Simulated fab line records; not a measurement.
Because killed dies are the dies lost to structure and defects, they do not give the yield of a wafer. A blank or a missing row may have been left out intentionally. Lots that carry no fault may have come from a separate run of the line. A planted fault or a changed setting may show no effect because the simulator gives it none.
Chamber matching	flow nand_harc	NHARC_P_GATE_DESCUM_31 on rie_diel-13 has 4 sister chambers
The step chemistry O2, time 3 s. 4 wafers are shown with their chamber, then 9 later ones without.

== WAFERS PAIRED WITH THEIR CHAMBERS ==
wafer	chamber	showerhead_plenum_p_Torr (Torr)
L087.3	1	1.96
L089.1	3	2.00
L089.2	0	1.92
L089.5	2	1.82

== WAFERS WHOSE CHAMBER IS MISSING ==
wafer	showerhead_plenum_p_Torr (Torr)
L090.1	2.00
L090.3	1.82
L090.6	1.92
L095.1	1.92
L095.2	1.82
L095.4	1.95
L097.1	1.82
L097.2	1.99
L097.6	1.95

== CHAMBER TAKEN BY EACH ==
wafer	from the rows above	in truth
L090.1	3	3
L090.3	2	2
L090.6	0	0
L095.1	0	0
L095.2	2	2
L095.4	1	1
L097.1	2	2
L097.2	3	3
L097.6	1	1
Correct placement for 9 of the 9. From these rows, 0 cannot be placed. Placed wrongly: 0.
How it was worked out, from the rows above alone: a wafer's distance from a chamber is the root of the sum, over the readings, of the square of ((its reading less the chamber's mean) divided by the reading's scatter). The wafer belongs to the nearest chamber; if the next one is less than 2 further off, it can't be placed. A chamber's mean is the mean of its shown wafers. The scatter: with one shown wafer a chamber, the root of the mean of the squares of how far each hidden wafer lies from its nearest shown one.
